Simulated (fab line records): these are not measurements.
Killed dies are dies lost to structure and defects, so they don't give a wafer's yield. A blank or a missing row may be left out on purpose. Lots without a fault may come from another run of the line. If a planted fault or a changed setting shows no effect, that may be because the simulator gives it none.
Which tool is to blame? | flow n5Finfet | 26 wafers from 9 lots sampled at 5 of the route's 1938 steps

WHAT THE GAUGES READ, wafer by wafer
N5_BEOL_M4_RC_MEAS_101. Usual: DIBL_N 36.3 mV/V, standard deviation 2; DIBL_P 36.3 mV/V, standard deviation 2.4; IOFF_N 0.16 nA/um, standard deviation 0.034; IOFF_P 0.21 nA/um, standard deviation 0.035; ION_N 672 uA/um, standard deviation 12; ION_P 459 uA/um, standard deviation 6.5; SS_N 71.6 mV/dec, standard deviation 0.67; SS_P 73.3 mV/dec, standard deviation 0.71; VT_N 250 mV, standard deviation 3.5; VT_P -251 mV, standard deviation 3.
lot  | measured     | on        | DIBL_N (mV/V)  | DIBL_P (mV/V)  | IOFF_N (nA/um) | IOFF_P (nA/um) | ION_N (uA/um) | ION_P (uA/um) | SS_N (mV/dec)  | SS_P (mV/dec)  | VT_N (mV)   | VT_P (mV)      | flag
L306 | day 8 07:41  | prober-02 | 32.6 32.3 32.3 | 31.7 31.6 31.5 | 0.10 0.10 0.10 | 0.15 0.15 0.15 | 651 653 664   | 456 453 456   | 70.0 69.8 70.1 | 72.0 71.8 72.1 | 259 256 257 | -256 -253 -254 | 
L307 | day 8 16:58  | prober-02 | 35.0 33.2 33.3 | 34.4 31.5 32.3 | 0.14 0.10 0.11 | 0.18 0.13 0.15 | 666 647 650   | 453 440 452   | 71.1 70.8 70.9 | 73.2 72.8 72.7 | 249 256 256 | -254 -256 -253 | 
L310 | day 9 08:29  | prober-01 | 34.8 36.4 36.4 | 35.7 37.8 36.9 | 0.14 0.16 0.17 | 0.19 0.22 0.21 | 674 675 680   | 460 467 458   | 71.6 71.6 70.6 | 72.7 73.9 73.1 | 251 249 247 | -250 -249 -251 | 
L313 | day 11 02:29 | prober-02 | 36.2 40.1 39.7 | 34.9 40.8 37.9 | 0.14 0.23 0.20 | 0.16 0.26 0.21 | 668 681 677   | 452 462 453   | 71.8 72.4 73.6 | 73.0 73.9 73.3 | 253 245 252 | -257 -251 -252 | 
L319 | day 12 22:51 | prober-01 | 33.0 36.1      | 33.7 36.9      | 0.12 0.17      | 0.18 0.23      | 658 656       | 457 454       | 71.0 71.5      | 72.3 73.2      | 253 250     | -250 -248      | 
L322 | day 14 07:01 | prober-02 | 37.0 34.8 38.7 | 38.8 34.8 38.5 | 0.20 0.15 0.24 | 0.25 0.19 0.24 | 682 666 676   | 462 454 458   | 71.8 71.2 72.4 | 74.3 74.1 74.0 | 247 249 244 | -248 -252 -249 | 
L324 | day 13 08:12 | prober-02 | 36.1 35.3 33.6 | 35.6 35.6 32.8 | 0.18 0.17 0.13 | 0.19 0.19 0.15 | 695 681 672   | 465 459 451   | 71.7 71.2 71.2 | 73.0 72.9 72.8 | 246 247 252 | -253 -252 -256 | 
L325 | day 14 05:52 | prober-01 | 37.9 37.1 40.2 | 38.8 37.0 40.1 | 0.20 0.18 0.24 | 0.25 0.22 0.28 | 699 679 693   | 473 463 469   | 72.3 71.9 72.8 | 74.4 73.8 74.6 | 245 246 243 | -248 -249 -250 | 
L327 | day 14 14:23 | prober-01 | 36.8 37.2 36.1 | 37.1 37.9 36.1 | 0.19 0.20 0.18 | 0.22 0.24 0.21 | 680 679 684   | 459 459 462   | 71.8 72.0 72.0 | 73.0 73.4 72.6 | 248 246 245 | -249 -248 -251 | 

TOOL THAT RAN EACH LOT (tool first, then ch and the chambers of the sampled wafers, then the start)
lot  | N5_GATE_CUT_ETCH_37               | N5_GATE_CUT_HM_OPEN_40            | N5_GATE_CUT_CUT_ETCH_53          | N5_GATE_CUT_CMP_43
L306 | rieDiel-03 ch 1,2, day 4 23:37    | rieDiel-03 ch 1,2, day 4 23:41    | rieMetal-03 ch 0,1, day 4 23:56  | cmp-01 ch 0,2, day 5 02:31
L307 | rieDiel-03 ch 0,3, day 5 06:47    | rieDiel-03 ch 0,3, day 5 06:52    | rieMetal-03 ch 0,1, day 5 07:07  | cmp-03 ch 0,2, day 5 09:22
L310 | rieDiel-01 ch 0,3, day 5 23:25    | rieDiel-01 ch 0,3, day 5 23:30    | rieMetal-03 ch 0,1, day 5 23:44  | cmp-01 ch 0,1,3, day 6 01:59
L313 | rieDiel-04 ch 0,1,3, day 6 17:20  | rieDiel-04 ch 0,1,3, day 6 17:26  | rieMetal-03 ch 0,1, day 6 17:40  | cmp-01 ch 1,2, day 6 20:00
L319 | rieDiel-04 ch 1,3, day 8 08:43    | rieDiel-04 ch 1,3, day 8 08:48    | rieMetal-03 ch 0, day 8 09:03    | cmp-03 ch 0,1, day 8 11:33
L322 | rieDiel-04 ch 2,3, day 9 01:51    | rieDiel-04 ch 2,3, day 9 01:56    | rieMetal-03 ch 0,1, day 9 02:11  | cmp-01 ch 0,1,2, day 9 04:35
L324 | rieDiel-04 ch 0,1,3, day 9 12:56  | rieDiel-04 ch 0,1,3, day 9 13:01  | rieMetal-01 ch 0,1, day 9 13:15  | cmp-04 ch 0,1,2, day 9 15:41
L325 | rieDiel-03 ch 0,1,2, day 10 01:20 | rieDiel-03 ch 0,1,2, day 10 01:26 | rieMetal-01 ch 0,1, day 10 01:40 | cmp-04 ch 1,2,3, day 10 03:56
L327 | rieDiel-01 ch 1,2, day 10 09:30   | rieDiel-01 ch 1,2, day 10 09:35   | rieMetal-01 ch 0,1, day 10 09:49 | cmp-01 ch 2,3, day 10 12:22
- N5_GATE_CUT_ETCH_37: etches SOC in N2/H2, target depth 60 nm, overetch 12 nm, time 90 s.
- N5_GATE_CUT_HM_OPEN_40: chemistry C4F6/O2, target SiO2, target depth 139 nm, time 85.1 s.
- N5_GATE_CUT_CUT_ETCH_53: etches W in SF6/Cl2, target depth 79.2 nm.
- N5_GATE_CUT_CMP_43: polishes SiO2.

AS READ BY THE TOOLS THEMSELVES (means over the sampled wafers that have a number; for cases with no such wafer, the mark the record gives instead)
N5_GATE_CUT_ETCH_37. Usual: drypumpMotorCurrentA 5.9 A, standard deviation 0.73; oesProductAu 0.71 a.u., standard deviation 0.059; rfVppV 523.8 V, standard deviation 2.1; showerheadPlenumPTorr 2.54 Torr, standard deviation 0.077; throttleValvePct 17.70 %, standard deviation 0.21.
lot  | tool       | drypumpMotorCurrentA (A) | oesProductAu (a.u.) | rfVppV (V) | showerheadPlenumPTorr (Torr) | throttleValvePct (%) | flag
L306 | rieDiel-03 | 6.2                      | 0.73                | 522.6      | 2.48                         | 17.64                | 
L307 | rieDiel-03 | 6.4                      | 0.69                | 523.4      | 2.55                         | 17.84                | 
L310 | rieDiel-01 | 5.9                      | 0.75                | 523.5      | 2.54                         | 17.73                | 
L313 | rieDiel-04 | 5.6                      | 0.70                | 525.1      | 2.60                         | 17.75                | 
L319 | rieDiel-04 | 5.7                      | 0.71                | 525.0      | 2.57                         | 17.77                | 
L322 | rieDiel-04 | 6.7                      | 0.76                | 522.5      | 2.47                         | 17.60                | 
L324 | rieDiel-04 | 5.6                      | 0.68                | 525.8      | 2.59                         | 17.80                | 
L325 | rieDiel-03 | 6.1                      | 0.71                | 523.0      | 2.52                         | 17.63                | 
L327 | rieDiel-01 | 5.0                      | 0.63                | 520.3      | 2.44                         | 17.80                | 

N5_GATE_CUT_HM_OPEN_40. Usual: drypumpMotorCurrentA 5.9 A, standard deviation 0.73; etchRfOnTimeS 95.0 s, standard deviation 2; oesProductAu 0.72 a.u., standard deviation 0.061; rfVppV 668 V, standard deviation 17; showerheadPlenumPTorr 2.84 Torr, standard deviation 0.073; throttleValvePct 20.76 %, standard deviation 0.16.
lot  | tool       | drypumpMotorCurrentA (A) | etchRfOnTimeS (s) | oesProductAu (a.u.) | rfVppV (V) | showerheadPlenumPTorr (Torr) | throttleValvePct (%) | flag
L306 | rieDiel-03 | 6.2                      | 95.1              | 0.74                | 643        | 2.79                         | 20.76                | 
L307 | rieDiel-03 | 6.4                      | 94.1              | 0.69                | 651        | 2.82                         | 20.72                | 
L310 | rieDiel-01 | 5.9                      | 94.9              | 0.76                | 661        | 2.86                         | 20.97                | 
L313 | rieDiel-04 | 5.6                      | 94.8              | 0.70                | 682        | 2.89                         | 20.74                | 
L319 | rieDiel-04 | 5.8                      | 95.8              | 0.72                | 680        | 2.86                         | 20.77                | 
L322 | rieDiel-04 | 6.7                      | 95.4              | 0.76                | 685        | 2.78                         | 20.73                | 
L324 | rieDiel-04 | 5.6                      | 95.9              | 0.68                | 682        | 2.88                         | 20.77                | 
L325 | rieDiel-03 | 6.1                      | 96.2              | 0.71                | 650        | 2.82                         | 20.69                | 
L327 | rieDiel-01 | 5.0                      | 98.1              | 0.62                | 673        | 2.76                         | 20.89                | 

N5_GATE_CUT_CUT_ETCH_53. Usual: drypumpMotorCurrentA 5.7 A, standard deviation 0.64; etchRfOnTimeS 26.3 s, standard deviation 0.71; oesProductAu 0.77 a.u., standard deviation 0.081; throttleValvePct 28.77 %, standard deviation 0.13.
lot  | tool        | drypumpMotorCurrentA (A) | etchRfOnTimeS (s) | oesProductAu (a.u.) | throttleValvePct (%) | flag
L306 | rieMetal-03 | 6.0                      | 27.0              | 0.74                | 28.75                | 
L307 | rieMetal-03 | 6.0                      | 26.6              | 0.74                | 28.77                | 
L310 | rieMetal-03 | 6.0                      | 26.5              | 0.73                | 28.76                | 
L313 | rieMetal-03 | 6.2                      | 27.0              | 0.76                | 28.81                | 
L319 | rieMetal-03 | 6.5                      | 22.1              | 0.89                | 28.89                | OFF
L322 | rieMetal-03 | 6.2                      | 23.7              | 0.81                | 28.83                | OFF
L324 | rieMetal-01 | 5.5                      | 25.7              | 0.82                | 28.64                | 
L325 | rieMetal-01 | 5.0                      | 25.6              | 0.82                | 28.73                | 
L327 | rieMetal-01 | 5.0                      | 25.5              | 0.82                | 28.74                | 

N5_GATE_CUT_CMP_43. Usual: motorCurrentA 12.0 A, standard deviation 1.6; slurryFlowMlMin 150.0, standard deviation 0.45.
lot  | tool   | motorCurrentA (A) | slurryFlowMlMin | flag
L306 | cmp-01 | 12.9              | 150.2           | 
L307 | cmp-03 | 10.4              | 150.5           | 
L310 | cmp-01 | 13.0              | 150.1           | 
L313 | cmp-01 | 12.2              | 150.0           | 
L319 | cmp-03 | 10.1              | 150.0           | 
L322 | cmp-01 | 13.2              | 150.2           | 
L324 | cmp-04 | 10.9              | 150.1           | 
L325 | cmp-04 | 11.7              | 150.1           | 
L327 | cmp-01 | 12.3              | 150.6           | 

THE ANSWER, worked out from the rows above alone
Rule: take the mean of a lot's wafers that have a number; if it is more than 3 standard deviations from the usual mean, the lot is off. A lot without any number at a reading at which 4 lots or more have one is off too. The other lots that the step has rows for count as sound. After the gauges, taken in route order, come the tools' own readings; for these a lot's mean is taken, as printed above. The first step at which some lot is off is used, and at that step the reading that is off furthest; a lot without a number counts as furthest.
Off at N5_GATE_CUT_CUT_ETCH_53 (etchRfOnTimeS): L319, L322.
A tool fits if, at that step or a process step before it, it ran every lot that is off, and no sound lot after the first of them. One fits: rieMetal-03 at N5_GATE_CUT_CUT_ETCH_53. A fault onset in the window from L313 (day 6 17:40, its last sound lot) to L319 (day 8 09:03, its first lot off) fits.
The tool's own readings at N5_GATE_CUT_CUT_ETCH_53 bear it out: on the lots that are off they differ by more than 5 times the standard deviation of the sound lots' means. etchRfOnTimeS reads 22.9 s there against 26.3 s on the sound lots.

WHAT THE SIMULATOR HAD INSERTED
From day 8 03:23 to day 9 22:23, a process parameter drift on rieMetal-03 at N5_GATE_CUT_CUT_ETCH_53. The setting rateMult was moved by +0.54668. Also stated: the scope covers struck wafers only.
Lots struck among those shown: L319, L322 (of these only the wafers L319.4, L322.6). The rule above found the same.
